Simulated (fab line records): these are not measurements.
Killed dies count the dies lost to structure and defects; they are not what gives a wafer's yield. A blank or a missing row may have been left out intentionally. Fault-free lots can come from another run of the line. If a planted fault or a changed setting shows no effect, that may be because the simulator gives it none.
Chamber matching -- flow n5-finfet -- 3 sister chambers for N5_PASSIVATION_PECVD_55 on pecvd-04
The step deposits SiO2 from SiH4/N2O, target thk 400 nm, time 22.5 s. 6 wafers are shown with their chamber, then 8 later ones without.

## WAFERS, EACH WITH ITS CHAMBER
wafer,chamber,throttle-valve-pct (%),showerhead-plenum-p-Torr (Torr)
L437.3,2,49.8,8.02
L437.6,2,49.6,8.01
L442.1,0,55.5,8.28
L442.5,0,55.7,8.31
L443.6,1,53.3,8.29
L444.1,1,53.5,8.29

## WAFERS WHOSE CHAMBER IS MISSING
wafer,throttle-valve-pct (%),showerhead-plenum-p-Torr (Torr)
L444.3,55.7,8.29
L444.5,49.7,8.01
L448.1,50.3,8.04
L448.3,55.8,8.29
L448.5,50.1,8.05
L452.1,53.0,8.31
L452.2,55.5,8.30
L452.5,55.8,8.30

## CHAMBER TAKEN BY EACH
wafer,from the rows above,in truth
L444.3,0,0
L444.5,2,2
L448.1,2,2
L448.3,0,0
L448.5,2,2
L452.1,1,1
L452.2,0,0
L452.5,0,0
Correct placement for 8 of the 8. Number that these rows cannot place: 0. 0 placed wrongly.
How it was worked out, from the rows above alone: a wafer's distance from a chamber is the root of the sum, over the readings, of the square of ((its reading less the chamber's mean) divided by the reading's scatter). The wafer belongs to the nearest chamber; if the next one is less than 2 further off, it can't be placed. Each chamber's mean is taken over the wafers shown for it. How the scatter is found: for the shown wafers, subtract from each reading the mean of its chamber, square and add these, divide the total by (wafers less chambers), then take the root.
